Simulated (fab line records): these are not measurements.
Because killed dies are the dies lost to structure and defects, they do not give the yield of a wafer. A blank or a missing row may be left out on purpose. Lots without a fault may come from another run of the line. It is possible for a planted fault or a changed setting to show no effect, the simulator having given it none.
Struck lot and sound lot, side by side    flow n5_finfet    37 steps out of a route of 1938
Sound: these wafers, L736.3, L736.4, L736.5. Struck: wafer L730.2. (L730.5 of the same lot was not struck and is left out.) The cause comes at the end.
Order at every step that has rows: each side's tool, ch and its chambers, its first start. Under that, the readings that differ: sound wafers    struck wafers    difference of the means    sigmas: that difference in standard deviations of wafers without a fault.
alike: readings with means less than 2 such deviations apart, plus words and numbers identical on both sides. not compared: withheld readings, readings lacking a value on some wafer, bounds such as >300 that could conceal the same value, and numbers that have no deviation in the record and whose values overlap.
A row with sigmas, a row that says differs or no value, or rows on one side alone: a step with any of these is where the two part. When numbers do not overlap yet have no deviation, they are printed without sigmas and do not part them. Lack of a reading on every wafer of one side parts them only where that side has two or more wafers.

first, 9 steps without rows for these wafers: N5_MOL_CONTACT_COAG_COAT_78 (resist thk 40 nm); N5_MOL_CONTACT_COAG_EBR_80; N5_MOL_CONTACT_COAG_SOFTBAKE_79 (time 60 s); N5_MOL_CONTACT_COAG_EXPOSE_81 (exposes mask VG, defocus 0 nm); N5_MOL_CONTACT_COAG_PEB_82 (peb time 60 s); N5_MOL_CONTACT_COAG_DEVELOP_83 (develop time 30 s); N5_MOL_CONTACT_COAG_DESCUM_88 (chemistry O2, time 7 s); N5_MOL_CONTACT_COAG_ETCH_89 (etches underlayer in N2/H2, target depth 13 nm, time 10.4 s); N5_MOL_CONTACT_COAG_ETCH_90 (etches SiARC in CF4, target depth 13 nm, time 21.7 s).
N5_MOL_CONTACT_COAG_ALD_131: deposits SiO2, target thk 5 nm, pulse time 1 s, co reactant pulse time 1 s.
  sound on ald_sin-01 ch 1,2,3, day 8 19:07; struck on ald_sin-03 ch 2, day 6 23:43
reading                                             sound     struck  difference  sigmas
ald_cycles                                          35 35 35  46      +11         
model.SiO2_of_MOL_CONTACT_COAG_ALD_131.thk_nm (nm)  5 5 5     6.6     +1.6        
  alike: heater_power_w, precursor_pulse_height_rel
then, 25 steps without rows for these wafers: N5_MOL_CONTACT_COAG_ETCHBACK_132 (etches SiO2 in CHF3, target depth 10 nm, time 6.7 s); N5_MOL_CONTACT_COAG_ETCH_91 (etches SOC in N2/H2, target depth 60 nm, overetch 21 nm, time 101.2 s); N5_MOL_CONTACT_COAG_STRIP_92 (strips in N2/H2); N5_MOL_CONTACT_COAG_STRIP_93 (strips in N2/H2); N5_MOL_CONTACT_COAG_ETCHBACK_135 (etches SiO2 in CHF3, target depth 25 nm, time 16.7 s); N5_MOL_CONTACT_COAG_STRIP_118 (strips in CHF3); N5_MOL_CONTACT_COAG_VIA_ETCH_46 (etches SiO2 in C4F6/O2, target depth 46 nm, overetch 9.2 nm, time 40 s); N5_MOL_CONTACT_COAG_STRIP_96 (strips in N2/H2); N5_MOL_CONTACT_COAG_ETCH_47 (etches SiNx in CH3F/O2, stops on W, target depth 27 nm); N5_MOL_CONTACT_COAG_STRIP_119 (strips in N2/H2, time 30 s); N5_MOL_CONTACT_COAG_PRECLEAN_144 (cleans in alkaline clean, time 60 s); N5_MOL_CONTACT_COAG_SRD_145 (time 30 s); N5_MOL_CONTACT_COAG_COAT_62 (time 60 s, resist thk 60 nm); N5_MOL_CONTACT_COAG_COAT_63 (time 60 s, resist thk 10 nm); N5_MOL_CONTACT_COAG_COAT_64 (time 60 s, resist thk 10 nm); N5_MOL_CONTACT_COAG_COAT_34 (resist thk 40 nm); N5_MOL_CONTACT_COAG_EBR_36; N5_MOL_CONTACT_COAG_SOFTBAKE_35 (time 60 s); N5_MOL_CONTACT_COAG_EXPOSE_37 (exposes mask VD, defocus 0 nm); N5_MOL_CONTACT_COAG_PEB_38 (peb time 60 s); N5_MOL_CONTACT_COAG_DEVELOP_39 (develop time 30 s); N5_MOL_CONTACT_COAG_DESCUM_45 (chemistry O2, time 7 s); N5_MOL_CONTACT_COAG_ETCH_65 (etches underlayer in N2/H2, target depth 13 nm, time 10.4 s); N5_MOL_CONTACT_COAG_ETCH_66 (etches SiARC in CF4, target depth 13 nm, time 21.7 s); N5_MOL_CONTACT_COAG_ALD_133 (deposits SiO2, target thk 5 nm, pulse time 1 s, co reactant pulse time 1 s).
N5_BEOL_M4_RC_MEAS_101:
  the record has rows for the sound wafers here (prober-02 ch 0, day 12 07:04) and none for the struck ones
-- record jumps: 9 days separate the struck wafers' starts on either side; left off in module BEOL_M4, taken up again in module PASSIVATION, whose first shown step is the route's number 1936 --
N5_PASSIVATION_PROBE_49:
  rows exist in the record for the struck wafers here (prober-02, day 15 12:01), but not for the sound ones

== WHERE THEY PART ==
First at N5_BEOL_M4_RC_MEAS_101; last, within this record, at N5_PASSIVATION_PROBE_49.

WHY: the cause the simulator had injected
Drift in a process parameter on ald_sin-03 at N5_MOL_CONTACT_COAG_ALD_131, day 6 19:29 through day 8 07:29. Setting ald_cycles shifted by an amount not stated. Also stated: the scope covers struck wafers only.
